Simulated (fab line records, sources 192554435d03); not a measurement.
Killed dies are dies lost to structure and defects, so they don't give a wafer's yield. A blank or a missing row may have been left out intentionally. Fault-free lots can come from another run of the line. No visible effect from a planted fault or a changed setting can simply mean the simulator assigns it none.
Comparing a struck lot with a sound one    flow n5_finfet    15 out of 1938 route steps
Sound: the wafers L290.1, L290.3, L290.4. The struck wafers were L276.3, L276.5, L276.6. The cause comes at the end.
Per side, at each step with rows, come the tool, then ch with its chambers, and then its first start. Under that, the readings that differ: sound wafers    struck wafers    difference of the means    sigmas: that difference in standard deviations of wafers without a fault.
alike: words and numbers the same on both sides, and readings whose means are apart by under 2 such deviations; not compared: readings that were withheld, readings missing a value for some wafer, numbers with overlapping values and no deviation given by the record, and bounds like >300 which may hide the same value.
The two part at a step that has a row with sigmas, a row that says differs or no value, or rows on one side only. Numbers that don't overlap but have no deviation are shown without sigmas and don't part them. Lack of a reading on every wafer of one side parts them only where that side has two or more wafers.

first, 11 steps without rows for these wafers: N5_BEOL_M0_SAQP_SRD_93 (time 30 s); N5_BEOL_M0_SAQP_RECESS_114 (chemistry HF/NH3, target SiO2, target depth 14.4 nm, afs cycles 3, sublimation time 60 s); N5_BEOL_M0_SAQP_SPACER1_ALD_98 (deposits SiO2, target thk 12.8 nm, pulse time 1 s, purge time 2 s); N5_BEOL_M0_SAQP_SPACER1_ETCHBACK_99 (etches SiO2 in CHF3/O2, target depth 15.4 nm, time 7.7 s); N5_BEOL_M0_SAQP_MANDREL1_REMOVE_100 (chemistry HBr/Cl2/O2, target a-Si, stops on SiNx, bt time 10 s); N5_BEOL_M0_SAQP_ETCH_101 (etches SiNx in CH3F/O2, target depth 29.9 nm, time 42.7 s); N5_BEOL_M0_SAQP_ETCH_102 (etches SiO2 in CF4, target depth 4 nm, time 4.4 s); N5_BEOL_M0_SAQP_MANDREL_ETCH_103 (etches a-Si in HBr/Cl2, stops on SiCN, target depth 45 nm, bt time 10 s, time 27 s); N5_BEOL_M0_SAQP_RECESS_104 (chemistry HF/NH3, target SiO2, target depth 18 nm, afs cycles 3, sublimation time 60 s); N5_BEOL_M0_SAQP_COAT_105 (time 60 s, resist thk 100 nm); N5_BEOL_M0_SAQP_ETCH_106 (etches SOC in N2/H2, stops on SiNx, target depth 150 nm).
N5_BEOL_M0_SAQP_ETCH_107: etches SiNx in CH3F/O2, target depth 30 nm.
  sound on rie_diel-02 ch 1,2,3, day 10 16:59; struck on rie_diel-02 ch 0,1, day 7 01:15
  no value came back on the struck wafers for any of 9 readings (CH3F_flow_sccm (sccm), O2_flow_sccm (sccm) and others); on the sound wafers CH3F_flow_sccm (sccm) reads 30.02 30.07 30.01
reading                                          sound          struck        difference  sigmas
model.SiNx_of_BEOL_M0_SAQP_PECVD_97.thk_nm (nm)  0 0 0          15.2 15.4 15  +15.2       
model.SOC_of_BEOL_M0_SAQP_COAT_105.thk_nm (nm)   9.6 13.2 12.2  24.8 25 24.4  +13.1       
then, 1 step without rows for these wafers: N5_BEOL_M0_SAQP_STRIP_108 (strips in N2/H2).
N5_BEOL_M4_RC_MEAS_101:
  the record has rows for the sound wafers here (prober-02 ch 0, day 12 19:59) and none for the struck ones
-- the record jumps here: 6 days lie between the struck wafers' starts before and after (it left off in module BEOL_M4 and takes up again in module PASSIVATION, whose first step shown is number 1936 of the route) --
N5_PASSIVATION_PROBE_49:
  record: rows for the struck wafers here (prober-01, day 13 06:54), none for the sound ones

== WHERE THEY PART ==
At N5_BEOL_M0_SAQP_ETCH_107 first; at N5_PASSIVATION_PROBE_49 last (within this record only).

WHY: the cause the simulator had injected
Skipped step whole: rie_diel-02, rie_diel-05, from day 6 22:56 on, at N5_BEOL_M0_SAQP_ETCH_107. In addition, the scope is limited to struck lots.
